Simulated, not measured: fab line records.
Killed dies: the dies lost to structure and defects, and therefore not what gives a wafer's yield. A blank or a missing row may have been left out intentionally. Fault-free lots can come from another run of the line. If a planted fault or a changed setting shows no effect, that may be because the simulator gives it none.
Which of the tools did it? ; flow nand-harc ; Sampling: 10 lots, 30 wafers, 4 of 1159 route steps

== WHAT THE GAUGES SHOWED, per wafer ==
NHARC_A_BONDPAD_THK_MEAS_20: measures by xrf.
lot;measured;on;thk-nm (nm)
L819;day 18 05:19;film-metro-01;170.0 168.6 167.1
L820;day 18 06:08;film-metro-01;404.5 402.2 405.7
L822;day 18 09:02;film-metro-02;405.3 404.7 402.2
L826;day 20 06:50;film-metro-01;170.0 171.1 169.7
L831;day 21 01:42;film-metro-01;172.4 170.8 172.1
L833;day 21 10:49;film-metro-02;171.1 171.1 171.1
L834;day 21 22:53;film-metro-02;169.2 168.1 167.9
L837;day 22 18:12;film-metro-02;169.4 169.0 169.6
L841;day 23 14:14;film-metro-02;169.4 168.8 169.0
L840;day 23 18:58;film-metro-01;169.1 170.0 168.7

== TOOL THAT RAN EACH LOT (tool first, then ch and the chambers of the sampled wafers, then the start) ==
lot;NHARC_A_BONDPAD_ETCH_34;NHARC_A_BONDPAD_STRIP_15;NHARC_A_BONDPAD_CMP_19
L819;rie-diel-06 ch 0,3, day 18 03:01;rie-diel-06 ch 0,1,2, day 18 03:20;cmp-04 ch 0,1,3, day 18 04:59
L820;rie-diel-02 ch 1,2,3, day 18 03:53;rie-diel-06 ch 1,2, day 18 04:11;cmp-04 ch 0,1,3, day 18 05:52
L822;rie-diel-06 ch 1,2, day 18 06:05;rie-diel-06 ch 0,1, day 18 06:23;cmp-04 ch 2,3, day 18 08:43
L826;rie-diel-06 ch 0,1, day 20 04:35;rie-diel-06 ch 0,2, day 20 04:53;cmp-01 ch 0,1,3, day 20 06:31
L831;rie-diel-11 ch 1,2,3, day 20 23:08;rie-diel-11 ch 0,2,3, day 20 23:27;cmp-04 ch 0,2, day 21 01:23
L833;rie-diel-06 ch 0,2, day 21 08:30;rie-diel-02 ch 0,2,3, day 21 08:51;cmp-04 ch 0,2, day 21 10:29
L834;rie-diel-11 ch 0,1,3, day 21 19:46;rie-diel-06 ch 0,1,2, day 21 20:05;cmp-04 ch 1,2,3, day 21 22:34
L837;rie-diel-06 ch 0,3, day 22 15:22;rie-diel-06 ch 0,2,3, day 22 15:43;cmp-01 ch 2,3, day 22 17:53
L841;rie-diel-02 ch 1,2, day 23 11:58;rie-diel-02 ch 0,1,3, day 23 12:17;cmp-04 ch 0,2, day 23 13:55
L840;rie-diel-02 ch 0,2,3, day 23 16:22;rie-diel-02 ch 0,2,3, day 23 16:49;cmp-01 ch 0,1,2, day 23 18:39
- NHARC_A_BONDPAD_ETCH_34: etches the open film in N2/H2, target depth 60 nm, overetch 18 nm, time 65.91 s.
- NHARC_A_BONDPAD_STRIP_15: strips in O2.
- NHARC_A_BONDPAD_CMP_19: polishes, t overpolish 30 s, cu recess touch 16 s, target thk 169.8 nm.

== THE ANSWER, worked out from the rows above alone ==
Rule: usual is defined by the lots themselves. Put in order of their means at a reading, lots are off if they are a third of the lots or fewer, leave a main group of 4 or more, and stand apart from it by a gap of 3 or more times the standard deviation of the main group's means; of several such gaps the widest counts. Not used: any main group whose means are identical at the precision the tables above print for the reading. A lot without any number at a reading at which 4 lots or more have one is off too. Where the step has rows for the other lots, those lots are counted as sound.
Off, at NHARC_A_BONDPAD_THK_MEAS_20 on thk-nm: L820, L822. For the main group the mean is 169.7 nm and the standard deviation 1.1.
A tool fits if, at a process step before that reading, it ran every lot that is off, and no sound lot after the first of them. Gauges at NHARC_A_BONDPAD_THK_MEAS_20: tried the same way as those tools. No candidate that was tried fits.

== WHAT THE SIMULATOR PUT IN ==
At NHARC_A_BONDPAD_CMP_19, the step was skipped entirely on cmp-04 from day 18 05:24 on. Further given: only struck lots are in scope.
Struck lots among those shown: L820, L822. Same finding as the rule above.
